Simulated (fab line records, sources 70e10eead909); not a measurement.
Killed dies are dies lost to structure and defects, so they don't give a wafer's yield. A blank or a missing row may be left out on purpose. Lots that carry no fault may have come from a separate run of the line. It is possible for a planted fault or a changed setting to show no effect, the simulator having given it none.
Chamber matching || flow nandHarc || NHARC_A_BLC_ALD_23 on aldMetal-03: 4 sister chambers
The step deposits TiN, target thk 3 nm, pulse time 1 s, ald cycles 150. 7 wafers are shown with their chamber, then 8 later ones without.

== EACH WAFER AND ITS CHAMBER ==
{"wafer": "L077.4", "chamber": 1, "heaterPowerW (W)": 1250, "precursorPulseHeightRel": 0.978}
{"wafer": "L075.3", "chamber": 3, "heaterPowerW (W)": 1097, "precursorPulseHeightRel": 0.989}
{"wafer": "L087.1", "chamber": 3, "heaterPowerW (W)": 1111, "precursorPulseHeightRel": 0.990}
{"wafer": "L090.1", "chamber": 2, "heaterPowerW (W)": 945, "precursorPulseHeightRel": 0.987}
{"wafer": "L090.4", "chamber": 0, "heaterPowerW (W)": 1114, "precursorPulseHeightRel": 1.000}
{"wafer": "L090.5", "chamber": 2, "heaterPowerW (W)": 950, "precursorPulseHeightRel": 0.969}
{"wafer": "L089.1", "chamber": 0, "heaterPowerW (W)": 1102, "precursorPulseHeightRel": 0.994}

== WAFERS WHOSE CHAMBER IS MISSING ==
{"wafer": "L089.4", "heaterPowerW (W)": 1111, "precursorPulseHeightRel": 0.997}
{"wafer": "L089.5", "heaterPowerW (W)": 1107, "precursorPulseHeightRel": 0.982}
{"wafer": "L092.1", "heaterPowerW (W)": 1108, "precursorPulseHeightRel": 1.025}
{"wafer": "L092.3", "heaterPowerW (W)": 1260, "precursorPulseHeightRel": 0.965}
{"wafer": "L092.6", "heaterPowerW (W)": 926, "precursorPulseHeightRel": 1.010}
{"wafer": "L095.1", "heaterPowerW (W)": 1072, "precursorPulseHeightRel": 0.998}
{"wafer": "L095.4", "heaterPowerW (W)": 912, "precursorPulseHeightRel": 1.042}
{"wafer": "L095.5", "heaterPowerW (W)": 930, "precursorPulseHeightRel": 1.012}

== CHAMBER TAKEN BY EACH ==
{"wafer": "L089.4", "from the rows above": "can't be placed: 0 or 3", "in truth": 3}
{"wafer": "L089.5", "from the rows above": "can't be placed: 3 or 0", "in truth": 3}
{"wafer": "L092.1", "from the rows above": "can't be placed: 0 or 3", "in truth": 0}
{"wafer": "L092.3", "from the rows above": 1, "in truth": 1}
{"wafer": "L092.6", "from the rows above": 2, "in truth": 2}
{"wafer": "L095.1", "from the rows above": "can't be placed: 3 or 0", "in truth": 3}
{"wafer": "L095.4", "from the rows above": 2, "in truth": 2}
{"wafer": "L095.5", "from the rows above": 2, "in truth": 2}
Placed correctly: 4 of 8. From these rows, 4 cannot be placed; in 4 the true chamber is one of the candidates. Wrongly placed: 0.
How it was worked out, from the rows above alone: a wafer's distance from a chamber is the root of the sum, over the readings, of the square of ((its reading less the chamber's mean) divided by the reading's scatter). If the next closest chamber is less than 2 further off than the closest, the wafer can't be placed; otherwise it belongs to the closest. The mean given for a chamber averages the wafers shown for that chamber. The scatter: the root of (the sum of the squares of (reading less its chamber's mean) over the shown wafers, divided by (wafers less chambers)).
